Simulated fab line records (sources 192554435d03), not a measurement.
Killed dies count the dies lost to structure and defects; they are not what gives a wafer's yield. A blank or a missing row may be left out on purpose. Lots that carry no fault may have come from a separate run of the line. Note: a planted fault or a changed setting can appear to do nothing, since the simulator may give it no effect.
Which tool was responsible? ; flow n5-finfet ; Sampling: 24 lots, 72 wafers, 4 of 1938 route steps

== WHAT EACH GAUGE READ, for each wafer ==
N5_BEOL_M10_OVL_MEAS_29.
lot;measured;on;V9_OVL (nm)
L074;day 11 21:55;overlay-02;0.6 0.1 0.8
L076;day 12 11:41;overlay-01;-0.5 -0.1 -0.9
L077;day 13 02:05;overlay-02;-0.4 0.2 0.9
L075;day 13 06:07;overlay-02;-0.6 0.2 -0.7
L078;day 13 11:48;overlay-02;0.7 -0.7 0.2
L079;day 13 13:16;overlay-02;1.1 1.4 1.2
L080;day 14 02:46;overlay-01;-1.1 -1.1 -0.2
L081;day 14 09:09;overlay-02;0.6 -0.5 0.0
L084;day 14 13:45;overlay-02;0.4 0.5 0.2
L082;day 14 18:08;overlay-02;0.0 -0.1 -0.3
L083;day 14 21:53;overlay-01;-0.7 -1.2 -1.5
L087;day 15 01:02;overlay-01;0.3 -1.4 0.1
L085;day 15 01:19;overlay-01;0.7 1.7 1.0
L086;day 15 23:51;overlay-01;-1.1 -0.5 0.6
L090;day 16 08:43;overlay-02;0.6 -0.4 0.0
L089;day 16 08:38;overlay-01;0.5 -0.3 -0.4
L088;day 16 11:05;overlay-01;0.3 0.3 -0.6
L092;day 17 00:47;overlay-02;0.5 0.5 1.0
L091;day 17 06:01;overlay-01;0.5 0.4 0.4
L093;day 17 12:28;overlay-01;1.1 -0.6 -0.3
L095;day 17 17:02;overlay-01;-1.3 -1.1 0.0
L094;day 17 18:00;overlay-02;-1.0 -1.0 0.9
L096;day 17 19:39;overlay-02;0.5 -0.8 -0.6
L097;day 18 02:37;overlay-02;-0.7 0.0 -0.4

N5_BEOL_M10_INSPECT_58: inspects for defects (darkfield).
lot;measured;on;raw-defect-count
L074;day 12 02:29;defect-inspect-02;62 56 53
L076;day 12 15:38;defect-inspect-01;87 74 68
L077;day 13 05:35;defect-inspect-02;41 52 53
L075;day 13 09:18;defect-inspect-02;81 62 80
L078;day 13 16:50;defect-inspect-02;96 59 84
L079;day 13 17:20;defect-inspect-02;60 66 42
L080;day 14 06:07;defect-inspect-01;40 43 52
L081;day 14 12:25;defect-inspect-02;92 91 81
L084;day 14 16:34;defect-inspect-01;63 55 65
L082;day 14 21:46;defect-inspect-01;57 59 74
L083;day 15 00:48;defect-inspect-01;59 73 54
L087;day 15 04:43;defect-inspect-01;92 64 57
L085;day 15 05:07;defect-inspect-01;73 75 98
L086;day 16 03:01;defect-inspect-01;68 35 42
L090;day 16 12:16;defect-inspect-02;78 50 73
L089;day 16 11:40;defect-inspect-01;45 116 104
L088;day 16 16:19;defect-inspect-01;72 91 81
L092;day 17 06:04;defect-inspect-01;92 76 86
L091;day 17 09:41;defect-inspect-02;54 55 63
L093;day 17 15:51;defect-inspect-01;111 89 54
L095;day 17 21:16;defect-inspect-02;47 68 112
L094;day 17 22:21;defect-inspect-01;67 83 68
L096;day 17 22:53;defect-inspect-02;81 60 50
L097;day 18 05:49;defect-inspect-01;64 35 51

== EACH LOT AND THE TOOL THAT RAN IT (in order: tool; ch and the chambers of the sampled wafers; start) ==
lot;N5_BEOL_M9_DEP_56;N5_BEOL_M10_PRE_CLEAN_45
L074;pecvd-02 ch 0,2, day 11 18:45;pvd-sputter-03, day 12 00:16
L076;pecvd-04 ch 0,1,2, day 12 08:49;pvd-sputter-02, day 12 13:04
L077;pecvd-03 ch 1,2, day 12 19:53;pvd-sputter-01, day 13 03:25
L075;pecvd-03 ch 1,2, day 13 01:11;pvd-sputter-03, day 13 07:34
L078;pecvd-03 ch 0,2, day 13 05:28;pvd-sputter-02, day 13 13:29
L079;pecvd-02 ch 1,2, day 13 08:56;pvd-sputter-01, day 13 15:48
L080;pecvd-03 ch 1,2, day 13 21:38;pvd-sputter-01, day 14 04:17
L081;pecvd-02 ch 0,1,2, day 14 05:45;pvd-sputter-01, day 14 10:35
L084;pecvd-02 ch 0,2, day 14 08:42;pvd-sputter-03, day 14 15:01
L082;pecvd-02 ch 1,2, day 14 11:41;pvd-sputter-01, day 14 19:32
L083;pecvd-03 ch 0,2, day 14 16:13;pvd-sputter-01, day 14 23:00
L087;pecvd-03 ch 0,2, day 14 21:22;pvd-sputter-03, day 15 02:59
L085;pecvd-02 ch 0,1, day 14 22:05;pvd-sputter-03, day 15 03:22
L086;pecvd-04 ch 0,1,2, day 15 17:46;pvd-sputter-03, day 16 01:08
L090;pecvd-04 ch 0,2, day 16 03:26;pvd-sputter-01, day 16 10:12
L089;pecvd-03 ch 0,1, day 16 04:22;pvd-sputter-02, day 16 09:49
L088;pecvd-03 ch 0,1, day 16 06:44;pvd-sputter-03, day 16 14:21
L092;pecvd-03 ch 0,2, day 16 20:35;pvd-sputter-03, day 17 02:14
L091;pecvd-04 ch 0,1,2, day 17 01:23;pvd-sputter-03, day 17 07:14
L093;pecvd-02 ch 2, day 17 09:46;pvd-sputter-01, day 17 13:51
L095;pecvd-03 ch 0,1, day 17 13:22;pvd-sputter-03, day 17 19:22
L094;pecvd-02 ch 0,2, day 17 13:53;pvd-sputter-03, day 17 20:20
L096;pecvd-03 ch 0,1, day 17 15:40;pvd-sputter-03, day 17 21:05
L097;pecvd-04 ch 0,2, day 17 20:42;pvd-sputter-01, day 18 04:04
- N5_BEOL_M9_DEP_56: deposits SiCN from 3MS/NH3, target thk 15 nm, time 26.5 s.
- N5_BEOL_M10_PRE_CLEAN_45: time 30 s.

== WHAT THE TOOLS THEMSELVES READ (means of the sampled wafers that have a number; where no wafer has one, the mark that the record gives instead) ==
N5_BEOL_M9_DEP_56.
lot;tool;showerhead-plenum-p-Torr (Torr);showerhead-vpp-V (V);throttle-valve-pct (%)
L074;pecvd-02;3.679;835;9.2
L076;pecvd-04;3.668;849;8.8
L077;pecvd-03;3.662;895;9.2
L075;pecvd-03;3.661;891;9.0
L078;pecvd-03;3.663;841;9.0
L079;pecvd-02;3.668;831;9.2
L080;pecvd-03;3.670;852;8.5
L081;pecvd-02;3.669;856;9.0
L084;pecvd-02;3.677;858;9.4
L082;pecvd-02;3.663;857;8.8
L083;pecvd-03;3.665;839;8.9
L087;pecvd-03;3.666;834;8.9
L085;pecvd-02;3.669;878;9.0
L086;pecvd-04;3.668;837;9.1
L090;pecvd-04;3.681;866;8.9
L089;pecvd-03;3.661;870;9.4
L088;pecvd-03;3.655;874;9.5
L092;pecvd-03;3.671;833;8.9
L091;pecvd-04;3.667;843;8.9
L093;pecvd-02;3.681;814;9.4
L095;pecvd-03;3.662;876;9.4
L094;pecvd-02;3.676;862;9.1
L096;pecvd-03;3.662;909;9.2
L097;pecvd-04;3.680;864;9.1

N5_BEOL_M10_PRE_CLEAN_45.
lot;tool;heater-power-w (W)
L074;pvd-sputter-03;325
L076;pvd-sputter-02;296
L077;pvd-sputter-01;322
L075;pvd-sputter-03;295
L078;pvd-sputter-02;318
L079;pvd-sputter-01;333
L080;pvd-sputter-01;336
L081;pvd-sputter-01;334
L084;pvd-sputter-03;311
L082;pvd-sputter-01;353
L083;pvd-sputter-01;344
L087;pvd-sputter-03;329
L085;pvd-sputter-03;276
L086;pvd-sputter-03;296
L090;pvd-sputter-01;340
L089;pvd-sputter-02;335
L088;pvd-sputter-03;297
L092;pvd-sputter-03;304
L091;pvd-sputter-03;305
L093;pvd-sputter-01;351
L095;pvd-sputter-03;280
L094;pvd-sputter-03;295
L096;pvd-sputter-03;301
L097;pvd-sputter-01;317

== THE ANSWER, worked out from the rows above alone ==
Rule: usual is defined by the lots themselves. Put in order of their means at a reading, lots are off if they are a third of the lots or fewer, leave a main group of 4 or more, and stand apart from it by a gap of 3 or more times the standard deviation of the main group's means; of several such gaps the widest counts. A main group whose means are all the same, to the digits that the tables above print for the reading, isn't used. A lot without any number at a reading at which 4 lots or more have one is off too. Any other lot the step has rows for is counted as sound. Order of review: gauges by route order, followed by the tools' own readings, for which a lot's mean as printed above is used. The first step at which some lot is off is used, and at that step the reading that is off furthest; a lot without a number counts as furthest.
None of the lots is off at any reading shown; this tells nothing.

== WHAT THE SIMULATOR HAD PUT IN ==
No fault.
